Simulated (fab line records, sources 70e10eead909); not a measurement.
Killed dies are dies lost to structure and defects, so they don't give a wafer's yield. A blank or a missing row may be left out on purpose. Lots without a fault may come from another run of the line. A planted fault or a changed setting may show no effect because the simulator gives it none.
Chamber matching | flow nand_harc | NHARC_A_STAIRCASE_ETCH_271 on rie_diel-04: 4 sister chambers
The step etches the open film in CF4/CHF3. 8 wafers are shown with their chamber, then 8 later ones without.

WAFERS WITH THEIR CHAMBER
wafer  | chamber | drypump_motor_current_A (A) | showerhead_plenum_p_Torr (Torr)
L079.2 | 2       | 5.2                         | 1.60
L079.5 | 3       | 6.6                         | 1.69
L082.1 | 2       | 5.2                         | 1.59
L082.2 | 0       | 5.4                         | 1.54
L084.2 | 3       | 6.6                         | 1.69
L084.4 | 1       | 5.6                         | 1.53
L084.6 | 0       | 5.5                         | 1.54
L090.2 | 1       | 5.6                         | 1.52

WAFERS WITHOUT THEIR CHAMBER
wafer  | drypump_motor_current_A (A) | showerhead_plenum_p_Torr (Torr)
L090.3 | 5.2                         | 1.59
L090.6 | 5.6                         | 1.52
L093.3 | 6.6                         | 1.68
L093.5 | 5.5                         | 1.53
L093.6 | 6.6                         | 1.68
L096.2 | 5.5                         | 1.53
L096.3 | 5.6                         | 1.52
L096.5 | 5.5                         | 1.53

WHICH CHAMBER EACH WENT THROUGH
wafer  | from the rows above     | in truth
L090.3 | 2                       | 2
L090.6 | 1                       | 1
L093.3 | 3                       | 3
L093.5 | can't be placed: 0 or 1 | 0
L093.6 | 3                       | 3
L096.2 | can't be placed: 0 or 1 | 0
L096.3 | 1                       | 1
L096.5 | can't be placed: 0 or 1 | 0
Placed correctly: 5 of 8. Can't be placed from these rows: 3 (the true chamber is among the candidates in 3). Placed wrongly: 0.
How it was worked out, from the rows above alone: a wafer's distance from a chamber is the root of the sum, over the readings, of the square of ((its reading less the chamber's mean) divided by the reading's scatter). The wafer belongs to the nearest chamber; if the next one is less than 2 further off, it can't be placed. A chamber's mean is the mean of its shown wafers. The scatter: the root of (the sum of the squares of (reading less its chamber's mean) over the shown wafers, divided by (wafers less chambers)).
